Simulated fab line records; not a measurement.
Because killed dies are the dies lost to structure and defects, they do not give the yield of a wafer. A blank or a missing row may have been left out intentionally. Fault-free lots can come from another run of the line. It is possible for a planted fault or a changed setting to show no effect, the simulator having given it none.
Which tool did it?	flow n5-finfet	12 lots with 36 wafers sampled at 5 steps, on a route of 1938 steps

## WHAT EACH GAUGE READ, for each wafer
N5_BEOL_M1_CD_MEAS_11: the cd target is 17.05 nm.
lot	measured	on	cd-nm (nm)
L075	day 6 14:05	cd-sem-01	16.6 16.7 16.5
L077	day 7 00:02	cd-sem-02	17.2 17.2 17.1
L079	day 7 09:48	cd-sem-01	16.3 16.9 16.7
L081	day 7 21:37	cd-sem-03	17.8 17.4 17.5
L083	day 8 13:10	cd-sem-02	17.4 16.7 16.9
L085	day 9 01:07	cd-sem-03	17.2 17.3 17.5
L087	day 9 07:57	cd-sem-03	17.4 17.1 17.5
L089	day 9 21:57	cd-sem-03	17.0 16.6 17.2
L091	day 10 10:10	cd-sem-01	17.4 17.0 17.4
L093	day 10 21:08	cd-sem-02	16.3 16.8 16.2
L095	day 11 12:01	cd-sem-03	17.5 16.7 16.8
L097	day 11 19:10	cd-sem-02	16.9 16.7 17.1

## EACH LOT AND THE TOOL THAT RAN IT (in order: tool; ch and the chambers of the sampled wafers; start)
lot	N5_BEOL_M0_STRIP_104	N5_BEOL_M0_DEGAS_112	N5_BEOL_M0_ALD_136	N5_BEOL_M0_ANNEAL_133
L075	rie-diel-02 ch 1,2,3, day 6 07:22	pvd-sputter-03, day 6 08:41	ald-metal-01 ch 0,3, day 6 08:50	pvd-sputter-01, day 6 09:38
L077	rie-diel-03 ch 0,1,3, day 6 20:02	pvd-sputter-02, day 6 20:57	ald-metal-03 ch 0,1,3, day 6 21:03	pvd-sputter-02, day 6 21:44
L079	rie-diel-02 ch 0,1,2, day 7 05:26	pvd-sputter-01, day 7 06:31	ald-metal-04 ch 1,2,3, day 7 06:39	pvd-sputter-01, day 7 07:26
L081	rie-diel-03 ch 1,3, day 7 16:50	pvd-sputter-03, day 7 17:30	ald-metal-01 ch 1,2, day 7 17:40	pvd-sputter-03, day 7 18:59
L083	rie-diel-06 ch 1,2,3, day 8 06:02	pvd-sputter-03, day 8 07:13	ald-metal-03 ch 0,1,2, day 8 07:23	pvd-sputter-02, day 8 08:05
L085	rie-diel-06 ch 0,2,3, day 8 17:53	pvd-sputter-01, day 8 19:16	ald-metal-01 ch 1,2,3, day 8 19:26	pvd-sputter-01, day 8 21:47
L087	rie-diel-06 ch 0,1,2, day 9 03:52	pvd-sputter-02, day 9 05:05	ald-metal-04 ch 0,2,3, day 9 05:11	pvd-sputter-02, day 9 05:50
L089	rie-diel-02 ch 1,2,3, day 9 16:11	pvd-sputter-01, day 9 16:54	ald-metal-03 ch 0,1,2, day 9 17:02	pvd-sputter-01, day 9 19:23
L091	rie-diel-02 ch 0,1,3, day 10 04:07	pvd-sputter-01, day 10 05:04	ald-metal-04 ch 0,1, day 10 05:14	pvd-sputter-01, day 10 07:14
L093	rie-diel-02 ch 0,1,3, day 10 14:56	pvd-sputter-03, day 10 16:31	ald-metal-01 ch 1,2, day 10 16:37	pvd-sputter-03, day 10 18:00
L095	rie-diel-02 ch 0,2,3, day 11 04:56	pvd-sputter-03, day 11 05:55	ald-metal-01 ch 0,1,3, day 11 06:01	pvd-sputter-03, day 11 08:16
L097	rie-diel-03 ch 1,2, day 11 14:37	pvd-sputter-02, day 11 15:32	ald-metal-03 ch 1,2,3, day 11 15:38	pvd-sputter-02, day 11 16:24
- N5_BEOL_M0_STRIP_104: strips in N2/H2.
- N5_BEOL_M0_DEGAS_112: time 60 s.
- N5_BEOL_M0_ALD_136: deposits TaN, pulse time 2 s, purge time 3 s, co reactant purge time 2 s.
- N5_BEOL_M0_ANNEAL_133: time 60 s.

## THE ANSWER, worked out from the rows above alone
Rule: the usual values come from the lots themselves. Put in order of their means at a reading, lots are off if they are a third of the lots or fewer, leave a main group of 4 or more, and stand apart from it by a gap of 3 or more times the standard deviation of the main group's means; of several such gaps the widest counts. A main group whose means are all the same, to the digits that the tables above print for the reading, isn't used. Also off: a lot with no number at a reading for which 4 or more lots have one. The other lots that the step has rows for count as sound.
No lot is off at any reading shown: from this, nothing can be told.

## WHAT THE SIMULATOR HAD INSERTED
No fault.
